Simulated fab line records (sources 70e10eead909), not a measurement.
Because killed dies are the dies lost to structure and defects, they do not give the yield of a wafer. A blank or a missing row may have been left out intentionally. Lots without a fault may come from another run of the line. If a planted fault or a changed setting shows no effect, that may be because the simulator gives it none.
Struck lot and sound lot, side by side -- flow nand-harc -- 10 out of 1302 route steps
Sound: wafers L962.2, L962.3, L962.6. The struck wafers were L973.1, L973.3, L973.5. Last of all comes the cause.
Per side, at each step with rows, come the tool, then ch with its chambers, and then its first start. Under that, the readings that differ: sound wafers -- struck wafers -- difference of the means -- sigmas: that difference in standard deviations of wafers without a fault.
alike: readings whose means differ by less than 2 such deviations, and words and numbers that are the same on both sides. not compared: withheld readings, readings that some wafer has no value for, bounds like >300 that may hide the same value, and numbers for which the record gives no deviation and whose values overlap.
The two part at a step that has a row with sigmas, a row that says differs or no value, or rows on one side only. Numbers that don't overlap but have no deviation are shown without sigmas and don't part them. Lack of a reading on every wafer of one side parts them only where that side has two or more wafers.

first, 1 step without rows for these wafers: NHARC_A_WL_FILL_CVD_23 (deposits poly-Si, target thk 40 nm, time 800 s).
NHARC_A_WL_FILL_ETCHBACK_26: etches the open film in HBr, target depth 52 nm, time 13.3 s.
  sound on rie-si-03 ch 2,3, day 22 00:40; struck on rie-si-01 ch 0,3, day 26 14:23
reading,sound,struck,difference,sigmas
throttle-valve-pct (%),23.283 23.277 23.286,23.251 23.274 23.263,-0.019,-2
  alike: drypump-motor-current-A, oes-product-au, rf-fwd-power-W
  not compared: rf-hours-counter-h
then, 2 steps without rows for these wafers: NHARC_A_WL_FILL_PRECLEAN_30 (cleans in dHF, time 10 s); NHARC_A_WL_FILL_SRD_14.
NHARC_A_WL_FILL_ALD_19: deposits TiN, target thk 2 nm, pulse time 3 s, ald cycles 100.
  sound on ald-metal-02 ch 0,1, day 22 00:57; struck on ald-metal-04 ch 0,1,3, day 26 14:42
  alike: heater-power-outer-w, heater-power-w, precursor-pulse-height-rel
NHARC_A_WL_FILL_CVD_20: deposits W, target thk 100 nm, time 74 s.
  sound: cvd-w-01 ch 1; struck: cvd-w-01 ch 0,1
  alike: heater-power-outer-w, heater-power-w, throttle-valve-pct
NHARC_A_WL_FILL_CMP_12: polishes, t overpolish 30 s, target thk 100 nm.
  sound on cmp-03 ch 0,1, day 22 01:20; struck on cmp-03 ch 0,2,3, day 26 15:04
  alike: motor-current-A, overpolish-run-s, retaining-ring-pressure-frac, time-to-endpoint-s
next, for these wafers, 1 step has no rows: NHARC_A_WL_FILL_SRD_31.
NHARC_A_WL_FILL_INSPECT_15:
  sound on defect-inspect-01 at day 22 01:47; struck on defect-inspect-02 at day 26 15:30
  alike: raw-defect-count
NHARC_A_CONTACT_DEP_24: deposits SiO2, target thk 500 nm.
  sound on pecvd-03 ch 0,2, day 22 01:56; struck on pecvd-03 ch 0,1,2, day 26 15:38
reading,sound,struck,difference,sigmas
mfc-precursor-sccm (sccm),161.6 161.7 160.9,204.7 204.3 205.2,+43.3,+88
  alike: heater-power-outer-w, heater-power-w, rf-fwd-power-W, throttle-valve-pct

WHERE THEY PART
Last at NHARC_A_CONTACT_DEP_24 as far as this record goes, first at NHARC_A_WL_FILL_ETCHBACK_26.

WHY: what had been put in by the simulator
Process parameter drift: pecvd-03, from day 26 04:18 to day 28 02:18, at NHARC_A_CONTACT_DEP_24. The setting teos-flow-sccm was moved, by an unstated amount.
